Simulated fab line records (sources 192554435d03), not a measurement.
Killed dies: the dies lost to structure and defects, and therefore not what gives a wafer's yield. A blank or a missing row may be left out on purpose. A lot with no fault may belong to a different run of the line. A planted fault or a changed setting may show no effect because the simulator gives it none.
Chamber matching || flow n5Finfet || N5_DUMMY_REMOVAL_STRIP_10 on rieDiel-02: 4 sister chambers
The step strips in N2/H2, time 40 s. 4 wafers are shown with their chamber, then 9 later ones without.

## WAFERS, EACH WITH ITS CHAMBER
{"wafer": "L078.3", "chamber": 2, "showerheadPlenumPTorr (Torr)": 3.32}
{"wafer": "L084.5", "chamber": 0, "showerheadPlenumPTorr (Torr)": 3.35}
{"wafer": "L084.6", "chamber": 1, "showerheadPlenumPTorr (Torr)": 3.31}
{"wafer": "L085.5", "chamber": 3, "showerheadPlenumPTorr (Torr)": 3.50}

## WAFERS WHOSE CHAMBER IS MISSING
{"wafer": "L091.1", "showerheadPlenumPTorr (Torr)": 3.49}
{"wafer": "L091.2", "showerheadPlenumPTorr (Torr)": 3.31}
{"wafer": "L091.6", "showerheadPlenumPTorr (Torr)": 3.49}
{"wafer": "L097.2", "showerheadPlenumPTorr (Torr)": 3.30}
{"wafer": "L097.3", "showerheadPlenumPTorr (Torr)": 3.30}
{"wafer": "L097.6", "showerheadPlenumPTorr (Torr)": 3.48}
{"wafer": "L096.3", "showerheadPlenumPTorr (Torr)": 3.48}
{"wafer": "L096.4", "showerheadPlenumPTorr (Torr)": 3.33}
{"wafer": "L096.6", "showerheadPlenumPTorr (Torr)": 3.48}

## THE CHAMBER EACH PASSED THROUGH
{"wafer": "L091.1", "from the rows above": 3, "in truth": 3}
{"wafer": "L091.2", "from the rows above": "can't be placed: 1 or 2", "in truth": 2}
{"wafer": "L091.6", "from the rows above": 3, "in truth": 3}
{"wafer": "L097.2", "from the rows above": "can't be placed: 1 or 2", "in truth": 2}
{"wafer": "L097.3", "from the rows above": "can't be placed: 1 or 2", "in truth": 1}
{"wafer": "L097.6", "from the rows above": 3, "in truth": 3}
{"wafer": "L096.3", "from the rows above": 3, "in truth": 3}
{"wafer": "L096.4", "from the rows above": "can't be placed: 2 or 0 or 1", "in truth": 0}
{"wafer": "L096.6", "from the rows above": 3, "in truth": 3}
5 of 9 placed correctly. Can't be placed from these rows: 4 (the true chamber is among the candidates in 4). Number placed wrongly: 0.
How it was worked out, from the rows above alone: a wafer's distance from a chamber is the root of the sum, over the readings, of the square of ((its reading less the chamber's mean) divided by the reading's scatter). If the next closest chamber is less than 2 further off than the closest, the wafer can't be placed; otherwise it belongs to the closest. A chamber's mean is the mean of its shown wafers. The scatter: with one shown wafer a chamber, the root of the mean of the squares of how far each hidden wafer lies from its nearest shown one.
